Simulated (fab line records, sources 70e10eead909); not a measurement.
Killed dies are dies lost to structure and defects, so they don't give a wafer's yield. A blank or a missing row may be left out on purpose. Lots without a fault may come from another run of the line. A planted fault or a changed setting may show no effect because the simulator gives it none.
Chamber matching | flow nand_harc | NHARC_P_M2_DESCUM_14 on rie_diel-13: 4 sister chambers
The step chemistry O2, time 3 s. 7 wafers are shown with their chamber, then 7 later ones without.

WAFERS WITH THEIR CHAMBER
wafer  | chamber | drypump_motor_current_A (A) | oes_product_au (a.u.)
L077.6 | 2       | 5.2                         | 1.009
L080.1 | 3       | 5.6                         | 1.004
L080.5 | 0       | 5.5                         | 0.983
L082.1 | 2       | 5.2                         | 0.980
L082.3 | 3       | 5.6                         | 1.004
L087.3 | 1       | 6.4                         | 1.007
L087.4 | 1       | 6.3                         | 1.000

WAFERS WITHOUT THEIR CHAMBER
wafer  | drypump_motor_current_A (A) | oes_product_au (a.u.)
L087.5 | 5.5                         | 0.989
L092.1 | 5.6                         | 0.991
L092.3 | 6.3                         | 0.999
L092.6 | 5.6                         | 0.994
L097.3 | 6.4                         | 0.995
L097.4 | 5.6                         | 0.990
L097.5 | 6.4                         | 1.001

WHICH CHAMBER EACH WENT THROUGH
wafer  | from the rows above     | in truth
L087.5 | 0                       | 0
L092.1 | can't be placed: 3 or 0 | 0
L092.3 | 1                       | 1
L092.6 | can't be placed: 3 or 0 | 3
L097.3 | 1                       | 1
L097.4 | can't be placed: 3 or 0 | 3
L097.5 | 1                       | 1
Placed correctly: 4 of 7. Can't be placed from these rows: 3 (the true chamber is among the candidates in 3). Placed wrongly: 0.
How it was worked out, from the rows above alone: a wafer's distance from a chamber is the root of the sum, over the readings, of the square of ((its reading less the chamber's mean) divided by the reading's scatter). The wafer belongs to the nearest chamber; if the next one is less than 2 further off, it can't be placed. A chamber's mean is the mean of its shown wafers. The scatter: the root of (the sum of the squares of (reading less its chamber's mean) over the shown wafers, divided by (wafers less chambers)).
